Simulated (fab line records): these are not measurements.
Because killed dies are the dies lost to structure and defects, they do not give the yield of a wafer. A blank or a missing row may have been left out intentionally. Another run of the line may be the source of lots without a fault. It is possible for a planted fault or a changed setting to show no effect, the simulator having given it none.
A lot that was struck, set against a sound lot || flow n5 finfet || 32 steps out of a route of 1938
Sound: the wafers L782.1, L782.2, L782.6. Struck: wafer L794.5. (L794.2 of the same lot was not struck and is left out.) The cause comes at the end.
For every step that has rows: the tool of each side, followed by ch and its chambers, followed by its first start. Under that, the readings that differ: sound wafers || struck wafers || difference of the means || sigmas: that difference in standard deviations of wafers without a fault.
alike: a reading whose means differ by less than 2 such deviations, as well as words and numbers matching on both sides. not compared: withheld readings; readings where some wafer has no value; bounds like >300 that might hide an equal value; numbers whose values overlap and for which the record gives no deviation.
A row with sigmas, a row that says differs or no value, or rows on one side alone: a step with any of these is where the two part. Numbers that have no deviation but don't overlap get no sigmas and don't part them. A reading missing from all wafers of one side parts the sides only when that side holds two or more wafers.

N5_FIN_CUT_STRIP_22: strips in N2/H2.
  sound on rie diel-06 ch 0,1, day 3 22:01; struck on rie diel-02 ch 3, day 7 01:07
  alike: drypump motor current A, oes product au, rf vpp V, showerhead plenum p Torr, temp c, throttle valve pct
  not compared: rf hours counter h
then, 3 steps without rows for these wafers: N5_FIN_CUT_PRECLEAN_36 (cleans in O3/DIW, time 60 s); N5_FIN_CUT_SRD_32 (time 30 s); N5_FIN_CUT_UV_OZONE_34 (time 120 s).
N5_FIN_CUT_INSPECT_17: inspects for defects (brightfield).
  sound on defect inspect-02, day 3 22:14; struck on defect inspect-01, day 7 01:22
  alike: raw defect count
then, 1 step without rows for these wafers: N5_STI_FIN_REVEAL_ALD_00 (deposits SiO2, target thk 1 nm, pulse time 1 s).
N5_STI_FIN_REVEAL_ALD_14: deposits Si3N4, target thk 3 nm.
  sound on ald sin-02 ch 1,2,3, day 3 22:28; struck on ald sin-02 ch 2, day 7 01:44
  alike: heater power w
then, 2 steps without rows for these wafers: N5_STI_FIN_REVEAL_FCVD_FILL_01 (material SiO2 flowable, target thk 312 nm, time 512.2 s); N5_STI_FIN_REVEAL_DENSIFY_02 (time 1800 s).
N5_STI_FIN_REVEAL_CMP_04: polishes, stops on Si3N4, t overpolish 4 s, target thk 131.83 nm.
  sound on cmp-02 ch 1,2,3, day 4 03:34; struck on cmp-03 ch 1, day 7 06:46
  alike: motor current A, overpolish run s, slurry flow ml min, time to endpoint s
N5_STI_FIN_REVEAL_THK_MEAS_05:
  sound on film metro-02, day 4 03:47; struck on film metro-02, day 7 07:04
  alike: thk nm
N5_STI_FIN_REVEAL_DENSIFY_30:
  sound on rtp anneal-01 ch 0, day 4 03:49; struck on rtp anneal-02 ch 0, day 7 07:08
  alike: lamp power pct, lamp_zone_5_pct
  not compared: wafer_temp_C_max
N5_STI_FIN_REVEAL_ETCHBACK_08: etches SiO2 in C4F6/O2, target depth 30.5 nm, time 10.167 s.
  sound on rie diel-04 ch 1,2,3, day 4 04:02; struck on rie diel-03 ch 2, day 7 07:19
{"reading": "throttle valve pct (%)", "sound": "21.30 20.84 20.89", "struck": 21.69, "difference": "+0.68", "sigmas": "+3"}
  alike: drypump motor current A, oes product au, rf vpp V, showerhead plenum p Torr
  not compared: rf fwd power W, rf hours counter h
then, 9 steps without rows for these wafers: N5_STI_FIN_REVEAL_STRIP_24 (strips in N2/H2, time 90 s); N5_STI_FIN_REVEAL_PRECLEAN_25 (cleans in SPM, time 90 s); N5_STI_FIN_REVEAL_PRECLEAN_26 (cleans in SC1, time 45 s); N5_STI_FIN_REVEAL_PRECLEAN_29 (cleans in DHF, time 30 s); N5_STI_FIN_REVEAL_SRD_12 (time 30 s); N5_STI_FIN_REVEAL_RECESS_09 (chemistry HF/NH3, target SiO2, afs cycles 11, target depth 42.5 nm, sublimation time 60 s); N5_STI_FIN_REVEAL_STRIP_16 (strips SiNx in H3PO4, target depth 23.8 nm); N5_STI_FIN_REVEAL_PRECLEAN_17 (cleans in NF3:NH3, afs cycles 1, time 20 s, sublimation time 60 s); N5_STI_FIN_REVEAL_ETCH_34 (etches Si in H2, material Si, target depth 0.97 nm).
N5_STI_FIN_REVEAL_OXIDATION_31: chemistry O2 PLASMA REMOTE, time 20 s.
  sound on plasma asher-01 ch 0,1, day 4 06:33; struck on plasma asher-01 ch 1, day 7 09:46
  alike: drypump motor current A, heater power w, rf fwd power W, temp c
  not compared: rf hours counter h
then, 6 steps without rows for these wafers: N5_STI_FIN_REVEAL_PRECLEAN_32 (cleans in NF3:NH3, afs cycles 1, time 20 s, sublimation time 60 s); N5_STI_FIN_REVEAL_STRIP_35 (strips Si3N4 in H3PO4, target depth 4 nm, time 39 s); N5_STI_FIN_REVEAL_SRD_21 (time 30 s); N5_STI_FIN_REVEAL_OXIDATION_33 (chemistry O2 PLASMA REMOTE, time 20 s); N5_STI_FIN_REVEAL_CLEAN_19 (cleans in O3/DIW, time 120 s); N5_STI_FIN_REVEAL_SRD_23 (time 30 s).
N5_STI_FIN_REVEAL_CD_MEAS_22: target cd 6.238 nm, pitch 28 nm.
  sound on cd sem-01, day 4 07:33; struck on cd sem-03, day 7 10:16
  alike: cd nm
N5_STI_FIN_REVEAL_FIN_H_MEAS_10:
  sound on ocd-02, day 4 07:35; struck on ocd-02, day 7 10:18
{"reading": "trench depth nm (nm)", "sound": "51.9 52.5 51.7", "struck": 45.3, "difference": -6.7, "sigmas": -9}
then, 1 step without rows for these wafers: N5_STI_FIN_REVEAL_PRECLEAN_18 (cleans in SC2, time 45 s).

== WHERE THEY PART ==
Earliest at N5_STI_FIN_REVEAL_ETCHBACK_08; latest, in this record, at N5_STI_FIN_REVEAL_FIN_H_MEAS_10.

WHY: the cause the simulator had injected
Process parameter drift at N5_STI_FIN_REVEAL_ETCHBACK_08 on rie diel-03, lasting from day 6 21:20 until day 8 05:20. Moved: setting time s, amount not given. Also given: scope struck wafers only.
